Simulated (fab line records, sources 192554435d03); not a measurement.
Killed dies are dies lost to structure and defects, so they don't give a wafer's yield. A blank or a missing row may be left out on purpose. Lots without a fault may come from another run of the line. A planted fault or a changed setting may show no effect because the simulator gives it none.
Split-lot experiment | flow n5_finfet | 7 lots, 21 wafers read, on a route of 1938 steps

THE SPLIT
At N5_BEOL_M6_COAT_59 (time 60 s, resist thk 100 nm), the setting spin_rpm was moved away from the recipe's 1500 rpm on 4 of the 21 wafers read, by -7.6% to +8.2%. The other wafers ran this setting at the recipe's value.

The reading is taken at the split's own step.

THE READING
SOC_of_BEOL_M6_COAT_59.thk_nm (the simulator's own value, which no gauge read), in nm, at N5_BEOL_M6_COAT_59 (time 60 s, resist thk 100 nm). The file gives no usual value for it. The 17 wafers here that ran the recipe average 99.9 nm, standard deviation 0.33 nm.

wafer  | tool, chamber at the split | spin_rpm as run, rpm | against the recipe | SOC_of_BEOL_M6_COAT_59.thk_nm, nm | against lot-mates on the recipe
L076.2 | litho_track-04, 0          | 1623                 | +8.2%              | 96.4                              | -3.9
L076.3 | litho_track-04, 0          | 1500                 | recipe             | 100.2                             | -
L076.4 | litho_track-04, 0          | 1500                 | recipe             | 100.4                             | -
L081.1 | litho_track-02, 0          | 1500                 | recipe             | 100                               | -
L081.4 | litho_track-02, 0          | 1500                 | recipe             | 100.2                             | -
L081.5 | litho_track-02, 0          | 1500                 | recipe             | 99.8                              | -
L083.1 | litho_track-02, 0          | 1500                 | recipe             | 100.4                             | -
L083.2 | litho_track-02, 0          | 1386                 | -7.6%              | 104.4                             | +4.1
L083.5 | litho_track-02, 0          | 1500                 | recipe             | 100.2                             | -
L091.1 | litho_track-04, 0          | 1591                 | +6.1%              | 97                                | -3.0
L091.3 | litho_track-04, 0          | 1500                 | recipe             | 100                               | -
L091.6 | litho_track-04, 0          | 1500                 | recipe             | 100                               | -
L090.4 | litho_track-02, 0          | 1500                 | recipe             | 99.4                              | -
L090.6 | litho_track-02, 0          | 1500                 | recipe             | 99.4                              | -
L090.5 | litho_track-02, 0          | 1500                 | recipe             | 99.6                              | -
L093.1 | litho_track-01, 0          | 1500                 | recipe             | 99.8                              | -
L093.6 | litho_track-01, 0          | 1500                 | recipe             | 99.8                              | -
L093.3 | litho_track-01, 0          | 1500                 | recipe             | 100.2                             | -
L095.1 | litho_track-02, 0          | 1565                 | +4.3%              | 97.2                              | -2.3
L095.5 | litho_track-02, 0          | 1500                 | recipe             | 99.6                              | -
L095.6 | litho_track-02, 0          | 1500                 | recipe             | 99.4                              | -

THE FIT
A straight line over all 21 wafers: SOC_of_BEOL_M6_COAT_59.thk_nm changes by -0.514 nm for each +1% of spin_rpm; r = -0.97; the points scatter about the line by 0.39 nm.
The same after taking each lot's own level away (the mean of its wafers on the recipe; 21 wafers): -0.507 nm for each +1%; r = -1.00; scatter 0.15 nm.
On that fit, the largest move of spin_rpm shifts the reading by 4.2 nm.
The lots' own levels span 99.47 to 100.30 nm, that is 2.5 times the standard deviation above.
So the lot-to-lot level changes the slope little: the two slopes agree.
Check: with one of the wafers moved furthest among these (+8.2%) left out of the fit, the line predicts -4.28 nm for it against its lot-mates. It came out at -3.9 nm against them.

OTHER SPLITS ON THESE WAFERS
These wafers also went through other splits before the reading. Each is held against what the fit with the lots' levels taken away leaves over:
other split on the same wafers     | wafers away from the commonest value | r with SOC_of_BEOL_M6_COAT_59.thk_nm (lot level and that fit taken away)
N5_BEOL_M2_DESCUM_16 time_s        | 7                                    | -0.36
N5_BEOL_M2_COAT_22 spin_rpm        | 10                                   | +0.10
N5_BEOL_M2_ETCH_69 bias_w          | 7                                    | -0.12
N5_BEOL_M3_TRENCH_ETCH_37 source_w | 6                                    | -0.23
N5_BEOL_M5_ETCH_68 bias_w          | 8                                    | -0.09
N5_BEOL_M5_TRENCH_ETCH_37 time_s   | 10                                   | -0.01

THE FILE'S OWN FIT
SOC_of_BEOL_M6_COAT_59.thk_nm changes by -0.506 nm for each +1% of spin_rpm, r = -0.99.
